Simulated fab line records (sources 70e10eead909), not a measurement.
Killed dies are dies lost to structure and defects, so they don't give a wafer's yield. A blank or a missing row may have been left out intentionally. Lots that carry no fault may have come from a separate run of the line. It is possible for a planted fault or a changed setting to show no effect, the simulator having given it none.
fab line records	flow nand-harc
record lots=6	wafers=18	last-day=32
route steps=1302 shown A_SOURCE_PLATE@414 A_ONON_D1@424 A_CHANNEL_HOLE_D1@450 END@1302
lots that met no fault: from a run of the same line without faults
start-h: the number of hours between the record's first day and the start of the first shown wafer of the lot	wait-h: hours elapsed since this lot's preceding step	" as in the row above	L1.1+2: one row covering several wafers at once	- no value present, or no start provided	* or withheld: withheld	< > ~ a bound
route shown NAME@n: a module of which the file shows steps, and the number in the route of the first	usual: mean/standard deviation of fault-free wafers	same: alike in all rows	chamber/n: place in a boat	sites: readings site by site	_std_site: standard deviation of those values	_edge_site: inner sites' mean taken away from outer sites' mean	radius-mm: how far each site lies from the wafer's centre	mask NAME#n: copy n	behind: tool/chamber where the wafer was last shaped	hold: what put the lot on hold/how long, in hours/how the hold closed	device: which transistor (n, p or np) failed to switch	end of line: tests of these same wafers at the route's end	a step without rows: its recipe alone	killed: dies that structure and defects cost at the first sort, which is not the same as the wafer's yield	map: a wafer's dies, marking killed ones x, the rest . and places with no die _
set.NAME: the setting the step ran with; set.NAME@STEP: the setting that earlier step ran with	model.NAME: the simulator's own value behind a step, which no gauge read
certain route steps with their lots: each step a table, each wafer a row
services: a tool's chamber out of use, with start hour (start-h, from the record's first day; less than 0 if before it), hours out, and reason
## steps
# step NHARC_A_SOURCE_PLATE_SRD_01
# step NHARC_A_SOURCE_PLATE_OXIDE_02
# recipe target-thk-a=100	temp-c=900	ox-time-s=1362	material=SiO2
# step NHARC_A_SOURCE_PLATE_THK_MEAS_09
# recipe thk-meas-gauge=ellipsometry
# usual thk-nm=9.9/1.1
lot.wafer	tool	chamber	start-h	wait-h	thk-nm
L216.4	film-metro-02	-	177.53	0.4	10.7
L216.5	"	-	"	"	8.4
L216.6	"	-	"	"	10.7
L217.4	film-metro-01	-	186.96	0.4	10.9
L217.5	"	-	"	"	9.5
L217.6	"	-	"	"	10.0
L225.1	film-metro-01	-	263.82	0.4	10.3
L225.4	"	-	"	"	9.8
L225.6	"	-	"	"	9.9
L226.1	film-metro-02	-	291.84	0.4	9.6
L226.4	"	-	"	"	9.2
L226.6	"	-	"	"	8.9
L230.2	film-metro-01	-	319.18	0.4	9.3
L230.3	"	-	"	"	8.8
L230.6	"	-	"	"	8.3
L232.1	film-metro-02	-	336.74	0.4	8.4
L232.2	"	-	"	"	12.1
L232.4	"	-	"	"	11.2
# step NHARC_A_SOURCE_PLATE_PVD_04
# recipe target-thk-a=500	material=WSi2
# step NHARC_A_SOURCE_PLATE_CVD_03
# recipe target-thk-a=2000	temp-c=620	pressure-mtorr=200	time-s=4000	material=poly-Si
# step NHARC_A_SOURCE_PLATE_ANNEAL_05
# recipe temp-c=850	time-s=1800
# step NHARC_A_SOURCE_PLATE_THK_MEAS_06
# recipe thk-meas-gauge=ellipsometry
# usual thk-nm=199.4/2.2
lot.wafer	tool	chamber	start-h	wait-h	thk-nm
L216.4	film-metro-02	-	190.49	0.4	202.8
L216.5	"	-	"	"	201.8
L216.6	"	-	"	"	198.5
L217.4	film-metro-01	-	199.81	0.4	197.9
L217.5	"	-	"	"	198.2
L217.6	"	-	"	"	200.8
L225.1	film-metro-02	-	278.13	0.4	201.6
L225.4	"	-	"	"	197.7
L225.6	"	-	"	"	200.9
L226.1	film-metro-02	-	304.30	0.4	196.2
L226.4	"	-	"	"	195.4
L226.6	"	-	"	"	196.5
L230.2	film-metro-02	-	331.62	0.4	199.3
L230.3	"	-	"	"	200.5
L230.6	"	-	"	"	198.2
L232.1	film-metro-02	-	349.12	0.4	198.7
L232.2	"	-	"	"	200.4
L232.4	"	-	"	"	198.7
# step NHARC_A_SOURCE_PLATE_INSPECT_08
# usual raw-defect-count=62/27
lot.wafer	tool	chamber	start-h	wait-h	raw-defect-count
L216.4	defect-inspect-02	-	190.60	0.0	46
L216.5	"	-	"	"	52
L216.6	"	-	"	"	48
L217.4	defect-inspect-02	-	199.91	0.0	48
L217.5	"	-	"	"	44
L217.6	"	-	"	"	42
L225.1	defect-inspect-01	-	278.19	0.0	76
L225.4	"	-	"	"	71
L225.6	"	-	"	"	78
L226.1	defect-inspect-02	-	304.37	0.0	61
L226.4	"	-	"	"	35
L226.6	"	-	"	"	52
L230.2	defect-inspect-01	-	331.68	0.0	47
L230.3	"	-	"	"	40
L230.6	"	-	"	"	47
L232.1	defect-inspect-02	-	349.21	0.0	102
L232.2	"	-	"	"	86
L232.4	"	-	"	"	69
# step NHARC_A_ONON_D1_DEP_00
# recipe target-thk-a=10000	n2-flow-sccm=2750	n2o-flow-sccm=2000	nh3-flow-sccm=500	sih4-flow-sccm=210	temp-c=400
# step NHARC_A_ONON_D1_THK_MEAS_02
# recipe thk-meas-gauge=ellipsometry
# usual thk-nm=1002/7.1
lot.wafer	tool	chamber	start-h	wait-h	thk-nm
L216.4	film-metro-02	-	191.18	-	1000
L216.5	"	-	"	"	1002
L216.6	"	-	"	"	1004
L217.4	film-metro-02	-	200.49	-	1008
L217.5	"	-	"	"	1007
L217.6	"	-	"	"	1008
L225.1	film-metro-01	-	278.93	-	992
L225.4	"	-	"	"	995
L225.6	"	-	"	"	994
L226.1	film-metro-02	-	304.95	-	993
L226.4	"	-	"	"	993
L226.6	"	-	"	"	994
L230.2	film-metro-02	-	332.26	-	1001
L230.3	"	-	"	"	1001
L230.6	"	-	"	"	999
L232.1	film-metro-01	-	349.78	-	1004
L232.2	"	-	"	"	1006
L232.4	"	-	"	"	1005
# step NHARC_A_ONON_D1_DEP_03
# recipe target-thk-a=10000	n2-flow-sccm=2750	n2o-flow-sccm=2000	nh3-flow-sccm=500	sih4-flow-sccm=210	temp-c=400
lot.wafer	tool	chamber	start-h	wait-h
L216.4+5+6	pecvd-onon-04	0	191.41	0.2
L217.4+5+6	pecvd-onon-02	0	200.72	0.2
L225.1+4+6	pecvd-onon-03	0	279.10	0.2
L226.1+4+6	pecvd-onon-03	0	305.00	0.1
L230.2+3+6	pecvd-onon-02	0	332.37	0.1
L232.1+2+4	pecvd-onon-02	0	349.84	0.1
# step NHARC_A_ONON_D1_THK_MEAS_05
# recipe thk-meas-gauge=ellipsometry
# usual thk-nm=998/12
lot.wafer	tool	chamber	start-h	wait-h	thk-nm
L216.4	film-metro-02	-	191.75	-	998
L216.5	"	-	"	"	999
L216.6	"	-	"	"	997
L217.4	film-metro-01	-	201.06	-	1018
L217.5	"	-	"	"	1017
L217.6	"	-	"	"	1015
L225.1	film-metro-01	-	279.64	-	1014
L225.4	"	-	"	"	1013
L225.6	"	-	"	"	1014
L226.1	film-metro-02	-	305.52	-	1001
L226.4	"	-	"	"	1000
L226.6	"	-	"	"	999
L230.2	film-metro-02	-	332.82	-	999
L230.3	"	-	"	"	998
L230.6	"	-	"	"	999
L232.1	film-metro-01	-	350.35	-	971
L232.2	"	-	"	"	970
L232.4	"	-	"	"	972
# step NHARC_A_ONON_D1_DEP_06
# recipe target-thk-a=10000	n2-flow-sccm=2750	n2o-flow-sccm=2000	nh3-flow-sccm=500	sih4-flow-sccm=210	temp-c=400
# step NHARC_A_ONON_D1_THK_MEAS_08
# recipe thk-meas-gauge=ellipsometry
# usual thk-nm=996/11
lot.wafer	tool	chamber	start-h	wait-h	thk-nm
L216.4	film-metro-01	-	192.32	-	997
L216.5	"	-	"	"	996
L216.6	"	-	"	"	996
L217.4	film-metro-02	-	201.63	-	999
L217.5	"	-	"	"	999
L217.6	"	-	"	"	999
L225.1	film-metro-02	-	280.20	-	970
L225.4	"	-	"	"	969
L225.6	"	-	"	"	969
L226.1	film-metro-02	-	306.09	-	1015
L226.4	"	-	"	"	1013
L226.6	"	-	"	"	1014
L230.2	film-metro-02	-	333.39	-	1000
L230.3	"	-	"	"	1000
L230.6	"	-	"	"	1000
L232.1	film-metro-02	-	350.92	-	984
L232.2	"	-	"	"	983
L232.4	"	-	"	"	984
# step NHARC_A_ONON_D1_DEP_09
# recipe target-thk-a=10000	n2-flow-sccm=2750	n2o-flow-sccm=2000	nh3-flow-sccm=500	sih4-flow-sccm=210	temp-c=400
# step NHARC_A_ONON_D1_THK_MEAS_11
# recipe thk-meas-gauge=ellipsometry
# usual thk-nm=1002/11
lot.wafer	tool	chamber	start-h	wait-h	thk-nm
L216.4	film-metro-01	-	192.88	-	996
L216.5	"	-	"	"	998
L216.6	"	-	"	"	996
L217.4	film-metro-02	-	202.19	-	989
L217.5	"	-	"	"	991
L217.6	"	-	"	"	991
L225.1	film-metro-02	-	280.76	-	1005
L225.4	"	-	"	"	1004
L225.6	"	-	"	"	1004
L226.1	film-metro-02	-	306.65	-	975
L226.4	"	-	"	"	977
L226.6	"	-	"	"	977
L230.2	film-metro-02	-	333.96	-	1002
L230.3	"	-	"	"	1001
L230.6	"	-	"	"	1002
L232.1	film-metro-02	-	351.48	-	1008
L232.2	"	-	"	"	1008
L232.4	"	-	"	"	1010
# step NHARC_A_ONON_D1_DEP_12
# recipe target-thk-a=10000	n2-flow-sccm=2750	n2o-flow-sccm=2000	nh3-flow-sccm=500	sih4-flow-sccm=210	temp-c=400
# step NHARC_A_ONON_D1_THK_MEAS_14
# recipe thk-meas-gauge=ellipsometry
# usual thk-nm=1001/8.5
lot.wafer	tool	chamber	start-h	wait-h	thk-nm
L216.4	film-metro-02	-	193.44	-	1010
L216.5	"	-	"	"	1008
L216.6	"	-	"	"	1009
L217.4	film-metro-01	-	202.76	-	1002
L217.5	"	-	"	"	1001
L217.6	"	-	"	"	1001
L225.1	film-metro-01	-	281.33	-	990
L225.4	"	-	"	"	991
L225.6	"	-	"	"	990
L226.1	film-metro-02	-	307.22	-	990
L226.4	"	-	"	"	990
L226.6	"	-	"	"	992
L230.2	film-metro-01	-	334.52	-	1016
L230.3	"	-	"	"	1017
L230.6	"	-	"	"	1016
L232.1	film-metro-01	-	352.04	-	1004
L232.2	"	-	"	"	1000
L232.4	"	-	"	"	1000
# step NHARC_A_ONON_D1_ANNEAL_15
# recipe temp-c=750	time-s=3600
# step NHARC_A_ONON_D1_DEP_16
# recipe target-thk-a=10000	n2-flow-sccm=2750	n2o-flow-sccm=2000	nh3-flow-sccm=500	sih4-flow-sccm=210	temp-c=400
# step NHARC_A_ONON_D1_THK_MEAS_18
# recipe thk-meas-gauge=ellipsometry
# usual thk-nm=1003/12
lot.wafer	tool	chamber	start-h	wait-h	thk-nm
L216.4	film-metro-01	-	201.26	-	1011
L216.5	"	-	"	"	1009
L216.6	"	-	"	"	1010
L217.4	film-metro-02	-	210.59	-	1010
L217.5	"	-	"	"	1011
L217.6	"	-	"	"	1011
L225.1	film-metro-02	-	289.14	-	1013
L225.4	"	-	"	"	1013
L225.6	"	-	"	"	1010
L226.1	film-metro-02	-	315.34	-	999
L226.4	"	-	"	"	999
L226.6	"	-	"	"	998
L230.2	film-metro-02	-	342.33	-	990
L230.3	"	-	"	"	989
L230.6	"	-	"	"	988
L232.1	film-metro-01	-	360.14	-	995
L232.2	"	-	"	"	994
L232.4	"	-	"	"	994
# step NHARC_A_ONON_D1_DEP_19
# recipe target-thk-a=10000	n2-flow-sccm=2750	n2o-flow-sccm=2000	nh3-flow-sccm=500	sih4-flow-sccm=210	temp-c=400
# step NHARC_A_ONON_D1_THK_MEAS_21
# recipe thk-meas-gauge=ellipsometry
# usual thk-nm=999/8.2
lot.wafer	tool	chamber	start-h	wait-h	thk-nm
L216.4	film-metro-02	-	201.83	-	995
L216.5	"	-	"	"	994
L216.6	"	-	"	"	995
L217.4	film-metro-02	-	211.16	-	995
L217.5	"	-	"	"	995
L217.6	"	-	"	"	995
L225.1	film-metro-02	-	289.70	-	1013
L225.4	"	-	"	"	1014
L225.6	"	-	"	"	1011
L226.1	film-metro-01	-	315.91	-	986
L226.4	"	-	"	"	987
L226.6	"	-	"	"	987
L230.2	film-metro-01	-	342.89	-	1002
L230.3	"	-	"	"	1004
L230.6	"	-	"	"	1004
L232.1	film-metro-01	-	360.71	-	987
L232.2	"	-	"	"	985
L232.4	"	-	"	"	984
# step NHARC_A_ONON_D1_DEP_22
# recipe target-thk-a=10000	n2-flow-sccm=2750	n2o-flow-sccm=2000	nh3-flow-sccm=500	sih4-flow-sccm=210	temp-c=400
# step NHARC_A_ONON_D1_THK_MEAS_24
# recipe thk-meas-gauge=ellipsometry
# usual thk-nm=1003/8.7
lot.wafer	tool	chamber	start-h	wait-h	thk-nm
L216.4	film-metro-01	-	202.39	-	998
L216.5	"	-	"	"	999
L216.6	"	-	"	"	1000
L217.4	film-metro-01	-	211.75	-	1003
L217.5	"	-	"	"	1003
L217.6	"	-	"	"	1004
L225.1	film-metro-02	-	290.27	-	989
L225.4	"	-	"	"	988
L225.6	"	-	"	"	989
L226.1	film-metro-02	-	316.47	-	999
L226.4	"	-	"	"	1000
L226.6	"	-	"	"	1000
L230.2	film-metro-01	-	343.45	-	1015
L230.3	"	-	"	"	1014
L230.6	"	-	"	"	1014
L232.1	film-metro-02	-	361.28	-	1010
L232.2	"	-	"	"	1012
L232.4	"	-	"	"	1010
# step NHARC_A_ONON_D1_DEP_25
# recipe target-thk-a=10000	n2-flow-sccm=2750	n2o-flow-sccm=2000	nh3-flow-sccm=500	sih4-flow-sccm=210	temp-c=400
# step NHARC_A_ONON_D1_THK_MEAS_27
# recipe thk-meas-gauge=ellipsometry
# usual thk-nm=997/9.7
lot.wafer	tool	chamber	start-h	wait-h	thk-nm
L216.4	film-metro-01	-	202.96	-	988
L216.5	"	-	"	"	989
L216.6	"	-	"	"	991
L217.4	film-metro-01	-	212.32	-	991
L217.5	"	-	"	"	990
L217.6	"	-	"	"	990
L225.1	film-metro-01	-	290.84	-	993
L225.4	"	-	"	"	995
L225.6	"	-	"	"	994
L226.1	film-metro-01	-	317.04	-	986
L226.4	"	-	"	"	986
L226.6	"	-	"	"	986
L230.2	film-metro-01	-	344.02	-	1005
L230.3	"	-	"	"	1002
L230.6	"	-	"	"	1003
L232.1	film-metro-01	-	361.85	-	999
L232.2	"	-	"	"	998
L232.4	"	-	"	"	999
# step NHARC_A_ONON_D1_DEP_28
# recipe target-thk-a=10000	n2-flow-sccm=2750	n2o-flow-sccm=2000	nh3-flow-sccm=500	sih4-flow-sccm=210	temp-c=400
# step NHARC_A_ONON_D1_THK_MEAS_30
# recipe thk-meas-gauge=ellipsometry
# usual thk-nm=1001/13
lot.wafer	tool	chamber	start-h	wait-h	thk-nm
L216.4	film-metro-01	-	203.56	-	990
L216.5	"	-	"	"	989
L216.6	"	-	"	"	991
L217.4	film-metro-01	-	212.89	-	1012
L217.5	"	-	"	"	1012
L217.6	"	-	"	"	1013
L225.1	film-metro-02	-	291.41	-	999
L225.4	"	-	"	"	1000
L225.6	"	-	"	"	998
L226.1	film-metro-01	-	317.61	-	995
L226.4	"	-	"	"	996
L226.6	"	-	"	"	997
L230.2	film-metro-01	-	344.60	-	1003
L230.3	"	-	"	"	1002
L230.6	"	-	"	"	1003
L232.1	film-metro-02	-	362.41	-	993
L232.2	"	-	"	"	993
L232.4	"	-	"	"	993
# step NHARC_A_ONON_D1_DEP_33
# recipe target-thk-a=2000	temp-c=400	pressure-torr=6.5	rf-w=900	teos-flow-sccm=161.4	flow-sccm=2650	target-thk-nm=200	gas=O2	material=SiO2
# usual heater-power-w=559/130	rf-fwd-power-W=898.3/2.6	showerhead-vpp-V=1911/100	throttle-valve-pct=15.7/0.47
lot.wafer	tool	chamber	start-h	wait-h	heater-power-w	rf-fwd-power-W	showerhead-vpp-V	throttle-valve-pct
L216.5	pecvd-03	0	203.75	0.2	373	903.3	1866	15.0
L216.6	"	1	"	"	421	897.7	2063	16.1
L216.4	"	2	"	"	354	894.4	2062	15.9
L217.4	pecvd-02	2	213.08	0.2	685	899.6	1755	15.8
L217.6	"	0	"	"	641	900.7	1875	15.4
L217.5	"	1	"	"	530	898.4	1912	16.0
L225.1	pecvd-03	1	291.55	0.1	429	899.4	2052	16.5
L225.4	"	2	"	"	421	897.1	2067	16.0
L225.6	"	1	"	"	439	896.1	2079	16.2
L226.1	pecvd-02	2	317.76	0.1	579	904.2	1767	16.1
L226.6	"	0	"	"	826	900.4	1894	15.0
L226.4	"	2	"	"	602	896.3	1757	15.8
L230.2	pecvd-03	0	344.65	0.1	424	896.7	1878	15.1
L230.3	"	1	"	"	443	896.2	2055	16.4
L230.6	"	0	"	"	429	895.7	1883	15.2
L232.1	pecvd-02	2	362.47	0.1	595	893.9	1780	15.9
L232.2	"	0	"	"	744	900.6	1896	15.3
L232.4	"	0	"	"	765	896.5	1903	15.0
# step NHARC_A_ONON_D1_THK_MEAS_34
# recipe thk-meas-gauge=ellipsometry
# usual thk-nm=200.7/2.6
lot.wafer	tool	chamber	start-h	wait-h	thk-nm
L216.4	film-metro-01	-	204.02	-	200.5
L216.5	"	-	"	"	201.2
L216.6	"	-	"	"	197.3
L217.4	film-metro-02	-	213.36	-	203.4
L217.5	"	-	"	"	203.7
L217.6	"	-	"	"	201.3
L225.1	film-metro-02	-	291.87	-	196.6
L225.4	"	-	"	"	205.3
L225.6	"	-	"	"	198.9
L226.1	film-metro-02	-	318.09	-	199.1
L226.4	"	-	"	"	198.8
L226.6	"	-	"	"	199.7
L230.2	film-metro-01	-	345.07	-	197.9
L230.3	"	-	"	"	199.1
L230.6	"	-	"	"	203.6
L232.1	film-metro-02	-	362.88	-	197.5
L232.2	"	-	"	"	199.0
L232.4	"	-	"	"	205.8
# step NHARC_A_CHANNEL_HOLE_D1_DEP_00
# recipe target-thk-a=31000	temp-c=400	material=aC
# usual throttle-valve-pct=35.001/0.0092
lot.wafer	tool	chamber	start-h	wait-h	throttle-valve-pct
L216.4	acl-dep-03	0	205.60	1.5	35.007
L216.5	"	0	"	"	35.007
L216.6	"	0	"	"	34.989
L217.4	acl-dep-02	0	214.44	1.0	34.987
L217.5	"	0	"	"	35.006
L217.6	"	0	"	"	35.002
L225.1	acl-dep-01	0	292.45	0.5	35.002
L225.4	"	0	"	"	35.000
L225.6	"	0	"	"	34.998
L226.1	acl-dep-03	0	319.60	1.4	34.997
L226.4	"	0	"	"	35.013
L226.6	"	0	"	"	34.981
L230.2	acl-dep-03	0	347.14	2.0	35.011
L230.3	"	0	"	"	35.013
L230.6	"	0	"	"	35.018
L232.1	acl-dep-02	0	368.84	5.9	35.012
L232.2	"	0	"	"	34.996
L232.4	"	0	"	"	34.989
# step NHARC_A_CHANNEL_HOLE_D1_DEP_01
# recipe target-thk-a=1400	target-thk-nm=140	temp-c=400	pressure-torr=3.5	flow-sccm=200	rf-w=350	material=SiON
# usual heater-power-w=738/96	rf-fwd-power-W=348.6/1.2	showerhead-vpp-V=1182/58
lot.wafer	tool	chamber	start-h	wait-h	heater-power-w	rf-fwd-power-W	showerhead-vpp-V
L216.6	pecvd-04	2	206.65	0.1	807	349.4	1143
L216.5	"	0	"	"	729	349.7	1235
L216.4	"	1	"	"	848	347.0	1142
L217.5	pecvd-04	1	215.49	0.4	761	348.2	1137
L217.6	"	2	"	"	821	350.4	1138
L217.4	"	0	"	"	758	351.4	1201
L225.1	pecvd-04	2	294.36	1.6	899	348.3	1156
L225.6	"	2	"	"	914	348.7	1147
L225.4	"	1	"	"	826	345.7	1123
L226.1	pecvd-03	0	321.55	1.6	631	348.4	1201
L226.6	"	0	"	"	656	349.2	1202
L226.4	"	1	"	"	659	347.7	1290
L230.3	pecvd-01	1	348.75	1.0	667	349.5	1169
L230.2	"	2	"	"	813	349.7	1160
L230.6	"	1	"	"	700	348.6	1141
L232.1	pecvd-01	2	370.79	1.6	710	346.8	1162
L232.2	"	1	"	"	618	347.8	1134
L232.4	"	1	"	"	602	347.2	1160
# step NHARC_A_CHANNEL_HOLE_D1_DEHYDRATE_02
# recipe temp-c=150	time-s=120
# step NHARC_A_CHANNEL_HOLE_D1_HMDS_03
# recipe time-s=30
# step NHARC_A_CHANNEL_HOLE_D1_COAT_36
# recipe temp-c=260	time-s=75
# step NHARC_A_CHANNEL_HOLE_D1_COAT_37
# recipe temp-c=225	time-s=65
# step NHARC_END_SORT_01
# recipe temp-c=25
# usual killed-at-array=62/22	killed-at-other=1.0/1.4	killed-at-periphery=4.2/2.8	killed-dies=67/23	killed-open=3.1/1.7	killed-short=2.1/1.5
# same gross-dies=677
lot.wafer	tool	chamber	start-h	wait-h	killed-at-array	killed-at-other	killed-at-periphery	killed-dies	killed-open	killed-short
L216.4	prober-01	0	582.48	3.4	59	0	11	70	5	4
L216.5	prober-01	0	583.28	3.7	47	0	10	57	4	4
L216.6	prober-01	0	584.08	4.0	49	0	6	55	2	2
L225.1	prober-02	0	675.26	2.5	35	1	1	37	2	2
L225.4	prober-02	0	677.67	3.4	25	2	1	28	3	2
L225.6	prober-02	0	679.28	4.0	49	0	2	51	3	2
L226.1	prober-02	0	706.44	2.5	82	0	9	91	7	0
L226.4	prober-02	0	708.84	3.4	64	0	6	70	2	3
L226.6	prober-02	0	710.45	4.0	74	1	4	79	4	2
L230.2	prober-01	0	732.42	2.8	127	0	1	128	4	0
L230.3	prober-01	0	733.22	3.1	114	0	3	117	1	1
L230.6	prober-01	0	735.61	4.0	121	0	1	122	2	1
L232.1	prober-02	0	773.93	2.5	120	1	3	124	4	4
L232.2	prober-02	0	774.72	2.8	140	5	6	151	4	4
L232.4	prober-02	0	776.30	3.4	136	2	3	141	3	2
# killed by level:class
L216.4 A_SLIT:chamber-film-flake=26 A_CHANNEL_HOLE_D2:chamber-film-flake=9 P_M0:chamber-film-flake=7 A_CONTACT:chamber-film-flake=7 A_CHANNEL_HOLE_D1:chamber-film-flake=4 A_STAIRCASE:chamber-film-flake=4 A_CHANNEL_FILL_D1:geometric-particle:open=2 A_ONON_D2:geometric-particle:open=2
L216.5 A_SLIT:chamber-film-flake=22 A_CHANNEL_HOLE_D2:chamber-film-flake=12 P_M0:chamber-film-flake=5 P_GATE:chamber-film-flake=4 A_CHANNEL_FILL_D1:geometric-particle:short=3 A_CHANNEL_HOLE_D1:chamber-film-flake=3 A_CONTACT:chamber-film-flake=2 P_CONTACT:geometric-particle:open=1
L216.6 A_SLIT:chamber-film-flake=19 A_CHANNEL_HOLE_D2:chamber-film-flake=16 A_CONTACT:chamber-film-flake=7 P_M0:chamber-film-flake=5 A_STAIRCASE:chamber-film-flake=3 A_CHANNEL_FILL_D1:geometric-particle:short=2 P_M0:geometric-particle:open=1 A_CONTACT:geometric-particle:open=1
L225.1 A_CHANNEL_HOLE_D2:chamber-film-flake=22 A_CHANNEL_HOLE_D1:chamber-film-flake=4 A_SLIT:chamber-film-flake=3 A_CONTACT:chamber-film-flake=2 A_ONON_D2:geometric-particle:short=1 A_WL_FILL:geometric-particle:short=1 A_WL_FILL:geometric-particle:open=1 STARTING-WAFER:geometric-particle:open=1
L225.4 A_CHANNEL_HOLE_D2:chamber-film-flake=12 A_CHANNEL_HOLE_D1:chamber-film-flake=3 A_CONTACT:chamber-film-flake=3 A_M1:chamber-film-flake=2 P_GATE:geometric-particle:open=1 A_CHANNEL_FILL_D1:geometric-particle:open=1 A_DECK1_JOINT:geometric-particle:open=1 A_M0:geometric-particle:short=1
L225.6 A_CHANNEL_HOLE_D2:chamber-film-flake=26 A_CHANNEL_HOLE_D1:chamber-film-flake=8 A_SLIT:chamber-film-flake=5 A_DECK1_JOINT:chamber-film-flake=2 A_STAIRCASE:chamber-film-flake=2 P_CONTACT:geometric-particle:short=1 P_M1:geometric-particle:open=1 A_SOURCE_PLATE:geometric-particle:open=1
L226.1 A_CHANNEL_HOLE_D1:chamber-film-flake=34 A_CHANNEL_HOLE_D2:chamber-film-flake=24 A_CONTACT:chamber-film-flake=5 A_SGD_CUT:chamber-film-flake=4 A_CHANNEL_FILL_D2:chamber-film-flake=4 P_STI:chamber-film-flake=3 P_GATE:chamber-film-flake=3 A_DECK1_JOINT:chamber-film-flake=3
L226.4 A_CHANNEL_HOLE_D1:chamber-film-flake=27 A_CHANNEL_HOLE_D2:chamber-film-flake=18 A_SLIT:chamber-film-flake=5 P_GATE:chamber-film-flake=4 A_SGD_CUT:chamber-film-flake=4 A_CONTACT:chamber-film-flake=2 P_M0:geometric-particle:open=1 A_DECK1_JOINT:geometric-particle:short=1
L226.6 A_CHANNEL_HOLE_D1:chamber-film-flake=33 A_CHANNEL_HOLE_D2:chamber-film-flake=24 P_STI:chamber-film-flake=3 A_CHANNEL_FILL_D2:chamber-film-flake=3 A_SGD_CUT:chamber-film-flake=3 A_CONTACT:chamber-film-flake=2 P_GATE:geometric-particle:open=1 A_ONON_D1:geometric-particle:open=1
L230.2 A_ONON_D1:unspecified=101 A_CHANNEL_HOLE_D1:chamber-film-flake=9 A_STAIRCASE:chamber-film-flake=7 A_SLIT:chamber-film-flake=3 A_CONTACT:chamber-film-flake=2 P_M2:geometric-particle:open=1 A_ONON_D2:geometric-particle:open=1 A_WL_FILL:geometric-particle:open=1
L230.3 A_ONON_D1:unspecified=99 A_STAIRCASE:chamber-film-flake=5 A_CHANNEL_HOLE_D1:chamber-film-flake=3 P_ZERO_WELL:chamber-film-flake=2 A_CHANNEL_FILL_D1:chamber-film-flake=2 P_GATE:geometric-particle:open=1 A_M0:geometric-particle:short=1 A_DECK1_JOINT:chamber-film-flake=1
L230.6 A_ONON_D1:unspecified=94 A_SLIT:chamber-film-flake=7 A_CHANNEL_HOLE_D1:chamber-film-flake=6 A_STAIRCASE:chamber-film-flake=4 A_DECK1_JOINT:chamber-film-flake=2 A_CHANNEL_FILL_D1:geometric-particle:open=1 A_CHANNEL_FILL_D1:geometric-particle:short=1 A_DECK1_JOINT:geometric-particle:open=1
L232.1 A_ONON_D1:unspecified=88 A_CHANNEL_HOLE_D2:chamber-film-flake=10 A_SLIT:chamber-film-flake=7 A_CHANNEL_HOLE_D1:chamber-film-flake=3 A_CHANNEL_FILL_D1:chamber-film-flake=2 A_DECK1_JOINT:chamber-film-flake=2 P_CONTACT:geometric-particle:open=1 P_CONTACT:geometric-particle:short=1
L232.2 A_ONON_D1:unspecified=95 A_CHANNEL_HOLE_D2:chamber-film-flake=15 A_CHANNEL_HOLE_D1:chamber-film-flake=11 THIN_TSV:chamber-film-flake=5 A_ZERO_WELL:chamber-film-flake=4 A_SLIT:chamber-film-flake=3 P_STI:chamber-film-flake=2 A_CHANNEL_FILL_D1:chamber-film-flake=2
L232.4 A_ONON_D1:unspecified=91 A_CHANNEL_HOLE_D1:chamber-film-flake=15 A_CHANNEL_HOLE_D2:chamber-film-flake=10 A_SLIT:chamber-film-flake=7 A_ZERO_WELL:chamber-film-flake=3 A_DECK1_JOINT:chamber-film-flake=2 A_STAIRCASE:chamber-film-flake=2 P_M0:geometric-particle:open=1
# map L230.2 (x killed, . not)
____________.____________
_________......._________
_______..........._______
______x............______
_____..............._____
____...x.............____
____x................____
___...x..x............___
___......x............___
__................x....__
__.....................__
_......x................_
_.......x...x....x......_
_..........xxxxx........_
_.........xxxxx........._
_.........xxxxxxx......._
.........xxxxxxx.........
.........xxxxxxx...x.....
.........xxxxxxxx........
........xxxxxxxxx........
........xxxxxxxxx........
_......xxxxxxxxxxx......_
_.......xxxxxxxx.x......_
_........xxxxxxxx......._
_.........xxxxxxx......._
_.........xxxxx........._
__.........xxx.........__
__.........x.xx........__
___...................___
___......x............___
____.................____
____x.x...x.x....x...____
_____....x.xxx......_____
______..x..........______
_______.x...x....._______
_________......._________
____________.____________
# map L232.2 (x killed, . not)
____________.____________
_________......._________
_______..........._______
______.............______
_____..............._____
____.................____
____.................____
___...................___
___......x............___
__...x.x...............__
__...x...x............x__
_..........x..x........._
_..........x......x.x..._
_.....................x._
_...x....xxxxx.x.....x.._
_........x.xxxxx.......x_
.....x...xxxxxxxx.x......
.........xxxxxxxx...x....
........xxxxxxxxxx.......
.........xxxxxxxx........
........xxxxxxxxx....x.x.
_.x....x.xxxxxxxx......._
_........xxxxxxxx......._
_........xxxxxxx........_
_.......xxxxxxxx........_
_........xxxxxxx...x...._
__x.........xx..x......__
__.x......xx.......x...__
___........x..........___
___......x..x....x.x..___
____.....x.xxx.......____
____....xxxxx........____
_____...xxxxx....x.._____
______...xxx.......______
_______.xxxx......_______
_________......._________
____________.____________
## services
tool	chamber	start-h	hours	kind
pecvd-01	-	169.81	0.5	repair
pecvd-02	0	177.96	21.5	repair
pecvd-onon-02	-	185.26	13.0	pm
pecvd-03	-	185.43	13.0	pm
pecvd-03	0	185.43	13.0	vent-cycle
acl-dep-01	-	185.76	13.0	pm
pecvd-02	2	190.80	22.0	repair
pecvd-01	-	213.21	1.0	repair
pecvd-onon-03	-	227.00	13.0	pm
pecvd-02	-	227.35	13.0	pm
pecvd-03	-	240.43	0.8	repair
acl-dep-02	-	243.59	13.0	pm
pecvd-04	-	269.13	13.0	pm
pecvd-03	-	277.30	0.9	repair
acl-dep-03	-	303.89	13.0	pm
pecvd-onon-03	-	306.54	2.1	repair
pecvd-onon-02	-	309.62	2.4	repair
pecvd-onon-04	-	311.39	13.0	pm
pecvd-02	1	328.06	10.2	repair
pecvd-01	-	328.99	13.0	pm
pecvd-03	1	361.79	13.5	repair
pecvd-03	-	366.43	13.0	pm
pecvd-onon-02	-	366.51	13.0	pm
acl-dep-01	-	370.57	13.0	pm
## key
first-sign step=NHARC_END_SORT_01	reading=killed-at-array	direction=up	sigmas=2.9	usual=62	struck=126
effect step=NHARC_END_SORT_01	reading=killed-dies	direction=up	sigmas=2.8	usual=67	struck=130
more-kills-born-at NHARC_A_ONON_D1_DEP_03@pecvd-onon-02=568
met-at NHARC_A_ONON_D1_DEP_03
struck-wafers L230.2,L230.3,L230.6,L232.1,L232.2,L232.4
tester-left-out L230,L232
onset-between 200.72 332.37
also-fits time
fault kind=chamber-particle-source	tool=pecvd-onon-02	chamber=-	onset-h=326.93	steps=NHARC_A_ONON_D1_DEP_03	rate-per-visit-cm2=1.3547	end-h=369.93
# tester-left-out: of these lots the tester's yield and bins aren't shown, on N5 and GAA mostly nor the transistor test; their killed dies are dies lost to structure and defects alone, not to doping, threshold or leakage, so they don't give the yield
